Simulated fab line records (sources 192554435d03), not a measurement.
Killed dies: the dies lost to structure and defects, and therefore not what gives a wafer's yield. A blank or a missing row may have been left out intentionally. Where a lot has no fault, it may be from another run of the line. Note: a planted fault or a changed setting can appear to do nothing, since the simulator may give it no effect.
Which tool did it? / flow n5_finfet / Sampling: 24 lots, 72 wafers, 6 of 1938 route steps

WHAT EACH GAUGE READ, for each wafer
N5_BEOL_M6_INSPECT_13: inspects for defects (brightfield). Usual: raw_defect_count 426, standard deviation 110.
lot=L074; measured=day 9 01:21; on=defect_inspect-01; raw_defect_count=451 412 351; flag=
lot=L075; measured=day 9 09:07; on=defect_inspect-02; raw_defect_count=451 454 551; flag=
lot=L076; measured=day 9 18:04; on=defect_inspect-01; raw_defect_count=369 352 415; flag=
lot=L077; measured=day 9 23:20; on=defect_inspect-01; raw_defect_count=455 530 343; flag=
lot=L079; measured=day 9 23:31; on=defect_inspect-01; raw_defect_count=391 337 500; flag=
lot=L078; measured=day 10 04:38; on=defect_inspect-02; raw_defect_count=515 436 447; flag=
lot=L080; measured=day 10 17:49; on=defect_inspect-02; raw_defect_count=592 785 608; flag=
lot=L081; measured=day 10 22:18; on=defect_inspect-01; raw_defect_count=375 396 374; flag=
lot=L082; measured=day 11 01:48; on=defect_inspect-01; raw_defect_count=314 361 423; flag=
lot=L083; measured=day 11 12:56; on=defect_inspect-02; raw_defect_count=408 545 770; flag=
lot=L085; measured=day 11 13:10; on=defect_inspect-02; raw_defect_count=453 431 385; flag=
lot=L084; measured=day 11 18:38; on=defect_inspect-01; raw_defect_count=410 454 479; flag=
lot=L088; measured=day 11 21:22; on=defect_inspect-02; raw_defect_count=620 391 408; flag=
lot=L086; measured=day 11 23:41; on=defect_inspect-02; raw_defect_count=784 420 636; flag=
lot=L087; measured=day 12 18:04; on=defect_inspect-01; raw_defect_count=554 663 440; flag=
lot=L089; measured=day 12 17:53; on=defect_inspect-01; raw_defect_count=315 356 284; flag=
lot=L090; measured=day 13 00:43; on=defect_inspect-02; raw_defect_count=840 354 372; flag=
lot=L091; measured=day 13 20:16; on=defect_inspect-01; raw_defect_count=312 467 426; flag=
lot=L094; measured=day 13 21:32; on=defect_inspect-01; raw_defect_count=367 449 542; flag=
lot=L092; measured=day 13 20:47; on=defect_inspect-02; raw_defect_count=246 322 223; flag=
lot=L093; measured=day 14 00:04; on=defect_inspect-02; raw_defect_count=301 349 382; flag=
lot=L096; measured=day 14 00:16; on=defect_inspect-02; raw_defect_count=356 268 343; flag=
lot=L095; measured=day 14 17:21; on=defect_inspect-01; raw_defect_count=449 366 371; flag=
lot=L097; measured=day 14 23:50; on=defect_inspect-01; raw_defect_count=266 338 387; flag=

N5_BEOL_M6_CD_MEAS_35: target cd 40 nm, target cd y 28 nm. Usual: cd_nm 40.0 nm, standard deviation 0.66.
lot=L074; measured=day 9 02:52; on=cd_sem-01; cd_nm (nm)=40.9 38.8 39.6; flag=
lot=L075; measured=day 9 13:44; on=cd_sem-01; cd_nm (nm)=40.0 39.2 38.5; flag=
lot=L076; measured=day 9 19:46; on=cd_sem-03; cd_nm (nm)=39.4 39.6 39.9; flag=
lot=L077; measured=day 10 01:02; on=cd_sem-03; cd_nm (nm)=39.6 39.9 39.8; flag=
lot=L079; measured=day 10 04:14; on=cd_sem-02; cd_nm (nm)=39.7 39.4 40.2; flag=
lot=L078; measured=day 10 08:52; on=cd_sem-02; cd_nm (nm)=40.5 39.1 39.7; flag=
lot=L080; measured=day 10 21:57; on=cd_sem-03; cd_nm (nm)=39.1 39.2 39.7; flag=
lot=L081; measured=day 11 01:50; on=cd_sem-01; cd_nm (nm)=39.1 39.7 39.9; flag=
lot=L082; measured=day 11 03:49; on=cd_sem-03; cd_nm (nm)=41.2 39.4 40.8; flag=
lot=L083; measured=day 11 15:37; on=cd_sem-02; cd_nm (nm)=40.9 40.3 39.3; flag=
lot=L085; measured=day 11 16:01; on=cd_sem-02; cd_nm (nm)=39.1 39.5 38.8; flag=
lot=L084; measured=day 11 22:32; on=cd_sem-02; cd_nm (nm)=40.4 40.4 41.0; flag=
lot=L088; measured=day 11 23:06; on=cd_sem-01; cd_nm (nm)=40.3 39.7 39.6; flag=
lot=L086; measured=day 12 02:59; on=cd_sem-01; cd_nm (nm)=39.6 39.6 39.2; flag=
lot=L087; measured=day 12 21:08; on=cd_sem-01; cd_nm (nm)=40.7 40.3 40.2; flag=
lot=L089; measured=day 12 21:22; on=cd_sem-02; cd_nm (nm)=39.8 39.4 39.7; flag=
lot=L090; measured=day 13 04:08; on=cd_sem-01; cd_nm (nm)=39.2 40.6 39.9; flag=
lot=L091; measured=day 13 21:47; on=cd_sem-02; cd_nm (nm)=40.5 40.4 39.9; flag=
lot=L094; measured=day 14 00:29; on=cd_sem-02; cd_nm (nm)=40.4 39.4 39.9; flag=
lot=L092; measured=day 14 00:08; on=cd_sem-03; cd_nm (nm)=39.7 40.5 38.2; flag=
lot=L093; measured=day 14 02:53; on=cd_sem-01; cd_nm (nm)=39.2 39.1 39.6; flag=
lot=L096; measured=day 14 02:25; on=cd_sem-01; cd_nm (nm)=40.7 39.2 40.2; flag=
lot=L095; measured=day 14 22:46; on=cd_sem-02; cd_nm (nm)=41.5 40.1 41.0; flag=
lot=L097; measured=day 15 03:34; on=cd_sem-02; cd_nm (nm)=40.3 40.3 39.5; flag=

EACH LOT AND THE TOOL THAT RAN IT (in order: tool; ch and the chambers of the sampled wafers; start)
lot=L074; N5_BEOL_M5_CURE_79=uv_cure-02 ch 2, day 8 13:40; N5_BEOL_M5_DESCUM_16=rie_diel-02 ch 0,1,2, day 8 14:52; N5_BEOL_M5_SURFACE_TREAT_87=pvd_sputter-02, day 8 17:58; N5_BEOL_M5_SPUTTER_48=pvd_sputter-02, day 8 18:11
lot=L075; N5_BEOL_M5_CURE_79=uv_cure-02 ch 1, day 8 19:05; N5_BEOL_M5_DESCUM_16=rie_diel-01 ch 0,2,3, day 8 21:46; N5_BEOL_M5_SURFACE_TREAT_87=pvd_sputter-01, day 9 01:01; N5_BEOL_M5_SPUTTER_48=pvd_sputter-01, day 9 01:16
lot=L076; N5_BEOL_M5_CURE_79=uv_cure-02 ch 1, day 9 04:10; N5_BEOL_M5_DESCUM_16=rie_diel-03 ch 1,2, day 9 06:29; N5_BEOL_M5_SURFACE_TREAT_87=pvd_sputter-03, day 9 09:19; N5_BEOL_M5_SPUTTER_48=pvd_sputter-02, day 9 09:36
lot=L077; N5_BEOL_M5_CURE_79=uv_cure-01 ch 0, day 9 07:02; N5_BEOL_M5_DESCUM_16=rie_diel-01 ch 0,3, day 9 09:14; N5_BEOL_M5_SURFACE_TREAT_87=pvd_sputter-03, day 9 14:28; N5_BEOL_M5_SPUTTER_48=pvd_sputter-03, day 9 14:40
lot=L079; N5_BEOL_M5_CURE_79=uv_cure-02 ch 2, day 9 07:58; N5_BEOL_M5_DESCUM_16=rie_diel-01 ch 0,2,3, day 9 09:40; N5_BEOL_M5_SURFACE_TREAT_87=pvd_sputter-02, day 9 14:45; N5_BEOL_M5_SPUTTER_48=pvd_sputter-01, day 9 15:02
lot=L078; N5_BEOL_M5_CURE_79=uv_cure-01 ch 0, day 9 10:38; N5_BEOL_M5_DESCUM_16=rie_diel-03 ch 0,2,3, day 9 14:05; N5_BEOL_M5_SURFACE_TREAT_87=pvd_sputter-02, day 9 18:41; N5_BEOL_M5_SPUTTER_48=pvd_sputter-02, day 9 19:01
lot=L080; N5_BEOL_M5_CURE_79=uv_cure-02 ch 1, day 10 04:22; N5_BEOL_M5_DESCUM_16=rie_diel-03 ch 0,2,3, day 10 05:49; N5_BEOL_M5_SURFACE_TREAT_87=pvd_sputter-01, day 10 09:46; N5_BEOL_M5_SPUTTER_48=pvd_sputter-03, day 10 09:58
lot=L081; N5_BEOL_M5_CURE_79=uv_cure-01 ch 0, day 10 04:46; N5_BEOL_M5_DESCUM_16=rie_diel-01 ch 0,3, day 10 06:07; N5_BEOL_M5_SURFACE_TREAT_87=pvd_sputter-01, day 10 12:05; N5_BEOL_M5_SPUTTER_48=pvd_sputter-02, day 10 12:23
lot=L082; N5_BEOL_M5_CURE_79=uv_cure-03 ch 1, day 10 09:32; N5_BEOL_M5_DESCUM_16=rie_diel-01 ch 0,1,3, day 10 11:18; N5_BEOL_M5_SURFACE_TREAT_87=pvd_sputter-02, day 10 16:56; N5_BEOL_M5_SPUTTER_48=pvd_sputter-02, day 10 17:14
lot=L083; N5_BEOL_M5_CURE_79=uv_cure-02 ch 2, day 10 22:11; N5_BEOL_M5_DESCUM_16=rie_diel-03 ch 0,2,3, day 11 01:28; N5_BEOL_M5_SURFACE_TREAT_87=pvd_sputter-03, day 11 04:21; N5_BEOL_M5_SPUTTER_48=pvd_sputter-01, day 11 04:34
lot=L085; N5_BEOL_M5_CURE_79=uv_cure-02 ch 2, day 10 22:35; N5_BEOL_M5_DESCUM_16=rie_diel-01 ch 0,2,3, day 11 01:44; N5_BEOL_M5_SURFACE_TREAT_87=pvd_sputter-03, day 11 04:26; N5_BEOL_M5_SPUTTER_48=pvd_sputter-02, day 11 04:40
lot=L084; N5_BEOL_M5_CURE_79=uv_cure-02 ch 0, day 11 03:07; N5_BEOL_M5_DESCUM_16=rie_diel-01 ch 0,1,3, day 11 04:59; N5_BEOL_M5_SURFACE_TREAT_87=pvd_sputter-01, day 11 10:14; N5_BEOL_M5_SPUTTER_48=pvd_sputter-02, day 11 10:50
lot=L088; N5_BEOL_M5_CURE_79=uv_cure-02 ch 1, day 11 06:07; N5_BEOL_M5_DESCUM_16=rie_diel-01 ch 1,2, day 11 09:53; N5_BEOL_M5_SURFACE_TREAT_87=pvd_sputter-01, day 11 13:22; N5_BEOL_M5_SPUTTER_48=pvd_sputter-03, day 11 13:38
lot=L086; N5_BEOL_M5_CURE_79=uv_cure-02 ch 1, day 11 06:36; N5_BEOL_M5_DESCUM_16=rie_diel-03 ch 0,3, day 11 10:08; N5_BEOL_M5_SURFACE_TREAT_87=pvd_sputter-02, day 11 15:46; N5_BEOL_M5_SPUTTER_48=pvd_sputter-01, day 11 16:03
lot=L087; N5_BEOL_M5_CURE_79=uv_cure-03 ch 2, day 12 04:42; N5_BEOL_M5_DESCUM_16=rie_diel-02 ch 1,2,3, day 12 06:25; N5_BEOL_M5_SURFACE_TREAT_87=pvd_sputter-02, day 12 09:43; N5_BEOL_M5_SPUTTER_48=pvd_sputter-02, day 12 10:00
lot=L089; N5_BEOL_M5_CURE_79=uv_cure-01 ch 1, day 12 04:57; N5_BEOL_M5_DESCUM_16=rie_diel-03 ch 1,2,3, day 12 06:37; N5_BEOL_M5_SURFACE_TREAT_87=pvd_sputter-02, day 12 09:25; N5_BEOL_M5_SPUTTER_48=pvd_sputter-01, day 12 09:46
lot=L090; N5_BEOL_M5_CURE_79=uv_cure-01 ch 1, day 12 10:25; N5_BEOL_M5_DESCUM_16=rie_diel-01 ch 0,1,3, day 12 13:19; N5_BEOL_M5_SURFACE_TREAT_87=pvd_sputter-02, day 12 15:43; N5_BEOL_M5_SPUTTER_48=pvd_sputter-02, day 12 15:59
lot=L091; N5_BEOL_M5_CURE_79=uv_cure-01 ch 1, day 13 00:46; N5_BEOL_M5_DESCUM_16=rie_diel-01 ch 0,1,3, day 13 04:34; N5_BEOL_M5_SURFACE_TREAT_87=pvd_sputter-01, day 13 09:34; N5_BEOL_M5_SPUTTER_48=pvd_sputter-01, day 13 10:01
lot=L094; N5_BEOL_M5_CURE_79=uv_cure-01 ch 2, day 13 05:13; N5_BEOL_M5_DESCUM_16=rie_diel-01 ch 1,2,3, day 13 08:36; N5_BEOL_M5_SURFACE_TREAT_87=pvd_sputter-02, day 13 12:50; N5_BEOL_M5_SPUTTER_48=pvd_sputter-01, day 13 14:38
lot=L092; N5_BEOL_M5_CURE_79=uv_cure-03 ch 1, day 13 05:31; N5_BEOL_M5_DESCUM_16=rie_diel-02 ch 1,2, day 13 08:41; N5_BEOL_M5_SURFACE_TREAT_87=pvd_sputter-03, day 13 12:14; N5_BEOL_M5_SPUTTER_48=pvd_sputter-03, day 13 12:35
lot=L093; N5_BEOL_M5_CURE_79=uv_cure-01 ch 0, day 13 10:16; N5_BEOL_M5_DESCUM_16=rie_diel-02 ch 0,1,3, day 13 12:14; N5_BEOL_M5_SURFACE_TREAT_87=pvd_sputter-02, day 13 16:23; N5_BEOL_M5_SPUTTER_48=pvd_sputter-02, day 13 16:41
lot=L096; N5_BEOL_M5_CURE_79=uv_cure-02 ch 1, day 13 10:19; N5_BEOL_M5_DESCUM_16=rie_diel-03 ch 0,2,3, day 13 12:04; N5_BEOL_M5_SURFACE_TREAT_87=pvd_sputter-02, day 13 16:26; N5_BEOL_M5_SPUTTER_48=pvd_sputter-03, day 13 17:00
lot=L095; N5_BEOL_M5_CURE_79=uv_cure-01 ch 1, day 14 01:24; N5_BEOL_M5_DESCUM_16=rie_diel-01 ch 0,1,2, day 14 03:06; N5_BEOL_M5_SURFACE_TREAT_87=pvd_sputter-02, day 14 08:14; N5_BEOL_M5_SPUTTER_48=pvd_sputter-01, day 14 08:32
lot=L097; N5_BEOL_M5_CURE_79=uv_cure-01 ch 1, day 14 07:28; N5_BEOL_M5_DESCUM_16=rie_diel-03 ch 0,1,3, day 14 08:56; N5_BEOL_M5_SURFACE_TREAT_87=pvd_sputter-02, day 14 12:10; N5_BEOL_M5_SPUTTER_48=pvd_sputter-03, day 14 12:33
- N5_BEOL_M5_CURE_79: cures SiCOH lowk, time 240 s.
- N5_BEOL_M5_DESCUM_16: chemistry O2, time 7 s.
- N5_BEOL_M5_SURFACE_TREAT_87
- N5_BEOL_M5_SPUTTER_48: material Cu, target thk 15 nm, time 27.62 s.

WHAT THE TOOLS THEMSELVES READ (means of the sampled wafers that have a number; where no wafer has one, the mark that the record gives instead)
N5_BEOL_M5_CURE_79. Usual: lamp_power_pct 52.31 %, standard deviation 0.058; wafer_temp_C_max 386.5, standard deviation 0.56.
lot=L074; tool=uv_cure-02; lamp_power_pct (%)=52.26; wafer_temp_C_max=386.2; flag=
lot=L075; tool=uv_cure-02; lamp_power_pct (%)=52.28; wafer_temp_C_max=386.2; flag=
lot=L076; tool=uv_cure-02; lamp_power_pct (%)=52.32; wafer_temp_C_max=385.9; flag=
lot=L077; tool=uv_cure-01; lamp_power_pct (%)=52.33; wafer_temp_C_max=386.4; flag=
lot=L079; tool=uv_cure-02; lamp_power_pct (%)=52.34; wafer_temp_C_max=386.0; flag=
lot=L078; tool=uv_cure-01; lamp_power_pct (%)=52.27; wafer_temp_C_max=386.9; flag=
lot=L080; tool=uv_cure-02; lamp_power_pct (%)=52.25; wafer_temp_C_max=386.0; flag=
lot=L081; tool=uv_cure-01; lamp_power_pct (%)=52.31; wafer_temp_C_max=386.3; flag=
lot=L082; tool=uv_cure-03; lamp_power_pct (%)=52.34; wafer_temp_C_max=386.3; flag=
lot=L083; tool=uv_cure-02; lamp_power_pct (%)=52.32; wafer_temp_C_max=386.0; flag=
lot=L085; tool=uv_cure-02; lamp_power_pct (%)=52.31; wafer_temp_C_max=386.1; flag=
lot=L084; tool=uv_cure-02; lamp_power_pct (%)=52.32; wafer_temp_C_max=386.4; flag=
lot=L088; tool=uv_cure-02; lamp_power_pct (%)=52.28; wafer_temp_C_max=385.9; flag=
lot=L086; tool=uv_cure-02; lamp_power_pct (%)=52.29; wafer_temp_C_max=386.2; flag=
lot=L087; tool=uv_cure-03; lamp_power_pct (%)=52.30; wafer_temp_C_max=387.1; flag=
lot=L089; tool=uv_cure-01; lamp_power_pct (%)=52.32; wafer_temp_C_max=387.1; flag=
lot=L090; tool=uv_cure-01; lamp_power_pct (%)=52.37; wafer_temp_C_max=387.0; flag=
lot=L091; tool=uv_cure-01; lamp_power_pct (%)=52.35; wafer_temp_C_max=386.7; flag=
lot=L094; tool=uv_cure-01; lamp_power_pct (%)=52.29; wafer_temp_C_max=387.3; flag=
lot=L092; tool=uv_cure-03; lamp_power_pct (%)=52.34; wafer_temp_C_max=386.0; flag=
lot=L093; tool=uv_cure-01; lamp_power_pct (%)=52.29; wafer_temp_C_max=386.3; flag=
lot=L096; tool=uv_cure-02; lamp_power_pct (%)=52.33; wafer_temp_C_max=386.2; flag=
lot=L095; tool=uv_cure-01; lamp_power_pct (%)=52.31; wafer_temp_C_max=387.1; flag=
lot=L097; tool=uv_cure-01; lamp_power_pct (%)=52.29; wafer_temp_C_max=386.9; flag=

N5_BEOL_M5_DESCUM_16. Usual: value, then standard deviation, for each; bias_power_w 19.99 W / 0.056; drypump_motor_current_A 5.7 A / 0.44; oes_product_au 0.75 a.u. / 0.082; rf_fwd_power_W 49.43 W / 0.19; rf_vpp_V 242.8 V / 1.3; showerhead_plenum_p_Torr 2.07 Torr / 0.075; throttle_valve_pct 20.57 % / 0.3.
lot=L074; tool=rie_diel-02; bias_power_w (W)=19.97; drypump_motor_current_A (A)=5.7; oes_product_au (a.u.)=0.82; rf_fwd_power_W (W)=49.49; rf_vpp_V (V)=242.5; showerhead_plenum_p_Torr (Torr)=2.08; throttle_valve_pct (%)=20.42; flag=
lot=L075; tool=rie_diel-01; bias_power_w (W)=20.01; drypump_motor_current_A (A)=6.2; oes_product_au (a.u.)=0.73; rf_fwd_power_W (W)=49.42; rf_vpp_V (V)=242.8; showerhead_plenum_p_Torr (Torr)=2.09; throttle_valve_pct (%)=20.53; flag=
lot=L076; tool=rie_diel-03; bias_power_w (W)=20.02; drypump_motor_current_A (A)=5.6; oes_product_au (a.u.)=0.89; rf_fwd_power_W (W)=49.34; rf_vpp_V (V)=243.0; showerhead_plenum_p_Torr (Torr)=2.06; throttle_valve_pct (%)=20.65; flag=
lot=L077; tool=rie_diel-01; bias_power_w (W)=20.06; drypump_motor_current_A (A)=6.3; oes_product_au (a.u.)=0.72; rf_fwd_power_W (W)=49.27; rf_vpp_V (V)=242.5; showerhead_plenum_p_Torr (Torr)=2.06; throttle_valve_pct (%)=20.60; flag=
lot=L079; tool=rie_diel-01; bias_power_w (W)=20.06; drypump_motor_current_A (A)=6.2; oes_product_au (a.u.)=0.72; rf_fwd_power_W (W)=49.32; rf_vpp_V (V)=242.9; showerhead_plenum_p_Torr (Torr)=2.09; throttle_valve_pct (%)=20.54; flag=
lot=L078; tool=rie_diel-03; bias_power_w (W)=20.00; drypump_motor_current_A (A)=5.5; oes_product_au (a.u.)=0.82; rf_fwd_power_W (W)=49.47; rf_vpp_V (V)=243.3; showerhead_plenum_p_Torr (Torr)=2.08; throttle_valve_pct (%)=20.66; flag=
lot=L080; tool=rie_diel-03; bias_power_w (W)=20.05; drypump_motor_current_A (A)=5.5; oes_product_au (a.u.)=0.81; rf_fwd_power_W (W)=49.31; rf_vpp_V (V)=242.1; showerhead_plenum_p_Torr (Torr)=2.08; throttle_valve_pct (%)=20.66; flag=
lot=L081; tool=rie_diel-01; bias_power_w (W)=19.97; drypump_motor_current_A (A)=6.2; oes_product_au (a.u.)=0.71; rf_fwd_power_W (W)=49.43; rf_vpp_V (V)=242.6; showerhead_plenum_p_Torr (Torr)=2.03; throttle_valve_pct (%)=20.87; flag=
lot=L082; tool=rie_diel-01; bias_power_w (W)=20.02; drypump_motor_current_A (A)=6.0; oes_product_au (a.u.)=0.73; rf_fwd_power_W (W)=49.47; rf_vpp_V (V)=242.7; showerhead_plenum_p_Torr (Torr)=2.02; throttle_valve_pct (%)=20.65; flag=
lot=L083; tool=rie_diel-03; bias_power_w (W)=20.00; drypump_motor_current_A (A)=5.5; oes_product_au (a.u.)=0.80; rf_fwd_power_W (W)=49.45; rf_vpp_V (V)=243.9; showerhead_plenum_p_Torr (Torr)=2.07; throttle_valve_pct (%)=20.69; flag=
lot=L085; tool=rie_diel-01; bias_power_w (W)=19.99; drypump_motor_current_A (A)=6.2; oes_product_au (a.u.)=0.71; rf_fwd_power_W (W)=49.37; rf_vpp_V (V)=242.9; showerhead_plenum_p_Torr (Torr)=2.09; throttle_valve_pct (%)=20.55; flag=
lot=L084; tool=rie_diel-01; bias_power_w (W)=19.96; drypump_motor_current_A (A)=5.9; oes_product_au (a.u.)=0.72; rf_fwd_power_W (W)=49.51; rf_vpp_V (V)=242.7; showerhead_plenum_p_Torr (Torr)=2.02; throttle_valve_pct (%)=20.66; flag=
lot=L088; tool=rie_diel-01; bias_power_w (W)=20.02; drypump_motor_current_A (A)=5.6; oes_product_au (a.u.)=0.74; rf_fwd_power_W (W)=49.60; rf_vpp_V (V)=242.1; showerhead_plenum_p_Torr (Torr)=2.04; throttle_valve_pct (%)=20.37; flag=
lot=L086; tool=rie_diel-03; bias_power_w (W)=19.99; drypump_motor_current_A (A)=5.3; oes_product_au (a.u.)=0.72; rf_fwd_power_W (W)=49.25; rf_vpp_V (V)=242.1; showerhead_plenum_p_Torr (Torr)=2.05; throttle_valve_pct (%)=20.67; flag=
lot=L087; tool=rie_diel-02; bias_power_w (W)=19.98; drypump_motor_current_A (A)=5.6; oes_product_au (a.u.)=0.76; rf_fwd_power_W (W)=49.58; rf_vpp_V (V)=242.9; showerhead_plenum_p_Torr (Torr)=2.07; throttle_valve_pct (%)=20.52; flag=
lot=L089; tool=rie_diel-03; bias_power_w (W)=20.00; drypump_motor_current_A (A)=5.4; oes_product_au (a.u.)=0.87; rf_fwd_power_W (W)=49.40; rf_vpp_V (V)=242.8; showerhead_plenum_p_Torr (Torr)=2.03; throttle_valve_pct (%)=20.57; flag=
lot=L090; tool=rie_diel-01; bias_power_w (W)=19.99; drypump_motor_current_A (A)=5.9; oes_product_au (a.u.)=0.71; rf_fwd_power_W (W)=49.54; rf_vpp_V (V)=242.2; showerhead_plenum_p_Torr (Torr)=2.02; throttle_valve_pct (%)=20.67; flag=
lot=L091; tool=rie_diel-01; bias_power_w (W)=19.99; drypump_motor_current_A (A)=5.9; oes_product_au (a.u.)=0.70; rf_fwd_power_W (W)=49.55; rf_vpp_V (V)=241.9; showerhead_plenum_p_Torr (Torr)=2.01; throttle_valve_pct (%)=20.68; flag=
lot=L094; tool=rie_diel-01; bias_power_w (W)=20.03; drypump_motor_current_A (A)=5.8; oes_product_au (a.u.)=0.71; rf_fwd_power_W (W)=49.60; rf_vpp_V (V)=242.6; showerhead_plenum_p_Torr (Torr)=2.04; throttle_valve_pct (%)=20.62; flag=
lot=L092; tool=rie_diel-02; bias_power_w (W)=19.91; drypump_motor_current_A (A)=5.7; oes_product_au (a.u.)=0.73; rf_fwd_power_W (W)=49.35; rf_vpp_V (V)=240.9; showerhead_plenum_p_Torr (Torr)=2.03; throttle_valve_pct (%)=20.67; flag=
lot=L093; tool=rie_diel-02; bias_power_w (W)=20.00; drypump_motor_current_A (A)=5.5; oes_product_au (a.u.)=0.80; rf_fwd_power_W (W)=49.12; rf_vpp_V (V)=242.5; showerhead_plenum_p_Torr (Torr)=2.09; throttle_valve_pct (%)=20.46; flag=
lot=L096; tool=rie_diel-03; bias_power_w (W)=19.95; drypump_motor_current_A (A)=5.5; oes_product_au (a.u.)=0.77; rf_fwd_power_W (W)=49.38; rf_vpp_V (V)=243.1; showerhead_plenum_p_Torr (Torr)=2.07; throttle_valve_pct (%)=20.72; flag=
lot=L095; tool=rie_diel-01; bias_power_w (W)=19.93; drypump_motor_current_A (A)=5.9; oes_product_au (a.u.)=0.71; rf_fwd_power_W (W)=49.51; rf_vpp_V (V)=243.3; showerhead_plenum_p_Torr (Torr)=2.07; throttle_valve_pct (%)=20.37; flag=
lot=L097; tool=rie_diel-03; bias_power_w (W)=19.95; drypump_motor_current_A (A)=5.2; oes_product_au (a.u.)=0.79; rf_fwd_power_W (W)=49.34; rf_vpp_V (V)=243.2; showerhead_plenum_p_Torr (Torr)=2.06; throttle_valve_pct (%)=20.67; flag=

N5_BEOL_M5_SPUTTER_48. Usual: throttle_valve_pct 29.6 %, standard deviation 0.98.
lot=L074; tool=pvd_sputter-02; throttle_valve_pct (%)=29.9; flag=
lot=L075; tool=pvd_sputter-01; throttle_valve_pct (%)=28.6; flag=
lot=L076; tool=pvd_sputter-02; throttle_valve_pct (%)=29.7; flag=
lot=L077; tool=pvd_sputter-03; throttle_valve_pct (%)=30.2; flag=
lot=L079; tool=pvd_sputter-01; throttle_valve_pct (%)=29.2; flag=
lot=L078; tool=pvd_sputter-02; throttle_valve_pct (%)=28.8; flag=
lot=L080; tool=pvd_sputter-03; throttle_valve_pct (%)=30.2; flag=
lot=L081; tool=pvd_sputter-02; throttle_valve_pct (%)=29.7; flag=
lot=L082; tool=pvd_sputter-02; throttle_valve_pct (%)=29.9; flag=
lot=L083; tool=pvd_sputter-01; throttle_valve_pct (%)=29.2; flag=
lot=L085; tool=pvd_sputter-02; throttle_valve_pct (%)=29.6; flag=
lot=L084; tool=pvd_sputter-02; throttle_valve_pct (%)=28.9; flag=
lot=L088; tool=pvd_sputter-03; throttle_valve_pct (%)=29.7; flag=
lot=L086; tool=pvd_sputter-01; throttle_valve_pct (%)=29.7; flag=
lot=L087; tool=pvd_sputter-02; throttle_valve_pct (%)=29.5; flag=
lot=L089; tool=pvd_sputter-01; throttle_valve_pct (%)=30.4; flag=
lot=L090; tool=pvd_sputter-02; throttle_valve_pct (%)=29.8; flag=
lot=L091; tool=pvd_sputter-01; throttle_valve_pct (%)=29.3; flag=
lot=L094; tool=pvd_sputter-01; throttle_valve_pct (%)=29.9; flag=
lot=L092; tool=pvd_sputter-03; throttle_valve_pct (%)=29.8; flag=
lot=L093; tool=pvd_sputter-02; throttle_valve_pct (%)=29.7; flag=
lot=L096; tool=pvd_sputter-03; throttle_valve_pct (%)=29.9; flag=
lot=L095; tool=pvd_sputter-01; throttle_valve_pct (%)=30.5; flag=
lot=L097; tool=pvd_sputter-03; throttle_valve_pct (%)=29.4; flag=

THE ANSWER, worked out from the rows above alone
Rule: a lot is off if the mean of its wafers that have a number lies more than 3 standard deviations from the usual mean. A lot without any number at a reading at which 4 lots or more have one is off too. The other lots that the step has rows for count as sound. First the gauges in route order, then the tools' own readings, where a lot's mean is used as printed above. At the first step where some lot is off, the reading lying furthest off is the one used; lots without a number count as furthest.
No lot is off on any of the readings shown, so nothing can be concluded from this.

WHAT HAD BEEN PUT IN BY THE SIMULATOR
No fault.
